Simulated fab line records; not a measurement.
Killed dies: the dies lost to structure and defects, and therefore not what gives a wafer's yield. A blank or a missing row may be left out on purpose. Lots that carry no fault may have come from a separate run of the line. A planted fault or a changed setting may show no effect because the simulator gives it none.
Chamber matching -- flow n5 finfet -- rie diel-04 running N5_DUMMY_GATE_ETCH_31: 4 sister chambers
The step etches SiO2 in C4F6/O2, target depth 82.5 nm, time 27.5 s. 18 wafers are shown with their chamber, then 9 later ones without.

WAFERS WITH THEIR CHAMBER
wafer,chamber,drypump motor current A (A),throttle valve pct (%),showerhead plenum p Torr (Torr)
L594.2,2,6.4,21.42,2.92
L594.3,0,6.1,20.61,2.89
L594.4,1,6.3,21.23,3.01
L595.1,0,6.1,20.59,2.88
L595.3,3,5.3,21.42,2.95
L595.4,2,6.4,21.43,2.92
L596.2,0,6.1,20.59,2.88
L596.5,2,6.4,21.41,2.92
L596.6,3,5.3,21.43,2.95
L597.1,0,6.1,20.60,2.88
L597.5,1,6.3,21.25,3.00
L597.6,2,6.4,21.42,2.92
L598.1,0,6.1,20.60,2.88
L598.3,2,6.4,21.43,2.92
L598.4,1,6.3,21.24,3.00
L605.2,3,5.3,21.46,2.95
L605.4,1,6.4,21.26,3.00
L605.6,0,6.1,20.63,2.88

SIGNATURES (averages over the wafers above)
reading,chamber 0,chamber 1,chamber 2,chamber 3,scatter within a chamber
drypump motor current A,6.100,6.325,6.400,5.300,0.0231
throttle valve pct,20.6033,21.2450,21.4220,21.4367,0.0141
showerhead plenum p Torr,2.8817,3.0025,2.9200,2.9500,0.00336
Rule: a wafer's distance from a chamber is the root of the sum, over the readings, of the square of ((its reading less the chamber's mean) divided by the reading's scatter). If the next closest chamber is less than 2 further off than the closest, the wafer can't be placed; otherwise it belongs to the closest. The scatter: the root of (the sum of the squares of (reading less its chamber's mean) over the shown wafers, divided by (wafers less chambers)).

WAFERS MISSING THEIR CHAMBER
wafer,drypump motor current A (A),throttle valve pct (%),showerhead plenum p Torr (Torr)
L606.1,5.3,21.47,2.95
L606.5,5.3,21.46,2.95
L606.6,6.1,20.63,2.88
L610.1,6.1,20.63,2.87
L610.4,6.4,21.28,2.99
L610.5,6.3,21.29,2.99
L612.4,6.4,21.46,2.91
L612.5,6.3,21.28,2.99
L612.6,6.4,21.46,2.91

WHICH CHAMBER EACH WENT THROUGH
wafer,from the rows above,in truth
L606.1,3,3
L606.5,3,3
L606.6,0,0
L610.1,0,0
L610.4,1,1
L610.5,1,1
L612.4,2,2
L612.5,1,1
L612.6,2,2
Correct placement for 9 of the 9. Number that these rows cannot place: 0. Number placed wrongly: 0.
